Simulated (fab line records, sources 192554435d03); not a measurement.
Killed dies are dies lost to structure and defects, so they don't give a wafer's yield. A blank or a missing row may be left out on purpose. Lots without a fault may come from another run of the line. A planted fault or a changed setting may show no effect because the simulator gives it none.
One fault seen from 3 desks | flow n5_finfet | each desk has only its own numbers; what lay behind them comes last
Where a reading is given only as a bound, like >300, the bound stands for it, and a mean or a difference that rests on one is marked > or <: the true number lies beyond.

THE METROLOGY DESK
What the gauges read, lot by lot, whatever tool the lot ran on: means of the sampled wafers that have a number. A lot is out of limits, marked OUT, if its mean lies more than 4 standard deviations from the usual mean; the brackets give that distance. Of its 11 readings 7 are shown: those that lie furthest out on some lot.
Columns: A = cd_nm at N5_DUMMY_GATE_CD_MEAS_24, usual 14.9 nm; B = IOFF_N at N5_BEOL_M4_RC_MEAS_101, usual 0.158 nA/um; C = IOFF_P at N5_BEOL_M4_RC_MEAS_101, usual 0.21 nA/um; D = ION_N at N5_BEOL_M4_RC_MEAS_101, usual 676 uA/um; E = SS_N at N5_BEOL_M4_RC_MEAS_101, usual 71.5 mV/dec; F = SS_P at N5_BEOL_M4_RC_MEAS_101, usual 73.4 mV/dec; G = VT_N at N5_BEOL_M4_RC_MEAS_101, usual 249.8 mV
lot  | first seen here | A    | B     | C    | D   | E    | F    | G
L944 | day 3 03:14     | 15.0 | 0.202 | 0.23 | 673 | 72.5 | 74.3 | 247.5
L945 | day 3 10:03     | 15.1 | 0.130 | 0.20 | 658 | 71.3 | 73.1 | 251.8
L953 | day 5 07:08     | 15.0 | 0.160 | 0.26 | 677 | 71.9 | 74.1 | 249.1
L956 | day 6 06:16     | 15.4 | 0.149 | 0.18 | 672 | 71.6 | 72.6 | 250.6
L957 | day 6 06:23     | 14.9 | 0.151 | 0.20 | 673 | 71.7 | 73.4 | 250.9
L960 | day 7 10:55     | 15.1 | 0.175 | 0.22 | 693 | 71.9 | 73.3 | 245.9
L965 | day 8 05:28     | 14.8 | 0.155 | 0.22 | 682 | 71.3 | 73.5 | 250.5
L966 | day 8 14:25     | 14.8 | 0.152 | 0.21 | 673 | 71.8 | 73.5 | 251.1
This desk's finding: nothing out of limits on any of the 8 lots.

THE TOOL OWNER'S DESK: ald_sin-02
The tool's own readings at N5_SPACER0_ALD_08 (deposits SiNx, target thk 2 nm): means of the sampled wafers that have a number, for each lot that ran on this tool. A lot is out of limits, marked OUT, if its mean lies more than 4 standard deviations from the usual mean; the brackets give that distance.
Columns: A = heater_power_w at N5_SPACER0_ALD_08, usual 844 W
lot  | first seen here | A
L953 | day 5 07:52     | 922
L956 | day 6 07:14     | 882
L966 | day 8 15:19     | 955
This desk's finding: nothing out of limits on any of the 3 lots.

THE DEFECT DESK
What the inspections along the route counted, lot by lot: means of the sampled wafers that have a number. A lot is out of limits, marked OUT, if its mean lies more than 4 standard deviations from the usual mean; the brackets give that distance.
Columns: A = raw_defect_count at N5_SPACER0_INSPECT_04, usual 129; B = raw_defect_count at N5_SD_EPI_N_INSPECT_11, usual 2.1; C = raw_defect_count at N5_SD_EPI_N_INSPECT_26, usual 197; D = raw_defect_count at N5_SD_EPI_P_INSPECT_26, usual 170
lot  | first seen here | A             | B                      | C             | D
L944 | day 3 04:38     | 142           | 1.7                    | 223           | 154
L945 | day 3 10:56     | 108           | 2.7                    | 175           | 166
L953 | day 5 08:01     | 888 (+26) OUT | >300 (+99 or more) OUT | 963 (+21) OUT | 944 (+22) OUT
L956 | day 6 07:23     | 843 (+25) OUT | >300 (+99 or more) OUT | 920 (+20) OUT | 879 (+20) OUT
L957 | day 6 07:55     | 130           | 1.7                    | 192           | 212
L960 | day 7 11:49     | 114           | 2.7                    | 182           | 159
L965 | day 8 06:23     | 122           | 2.0                    | 183           | 157
L966 | day 8 15:29     | 162           | 1.7                    | 226           | 168
This desk's finding: out of limits on L953, L956; first on L953, day 5 08:01 (raw_defect_count at N5_SPACER0_INSPECT_04). In limits: L944, L945, L957, L960, L965, L966.

PUT TOGETHER
The defect desk could have raised an alarm at day 5 08:01, on L953, L956.
The metrology desk saw nothing out of limits.
The tool owner's desk saw nothing out of limits.
The metrology desk has L953, L956 on record, within its limits.
The tool owner's desk has L953, L956 on record, within its limits.
Of the lots named, all ran N5_SPACER0_ALD_08 on ald_sin-02.

WHAT THE SIMULATOR HAD PUT IN
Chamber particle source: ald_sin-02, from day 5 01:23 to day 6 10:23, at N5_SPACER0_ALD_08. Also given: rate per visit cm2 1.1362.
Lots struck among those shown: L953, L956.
Hours from the fault's start to each desk's first reading out of limits: the defect desk, 7.
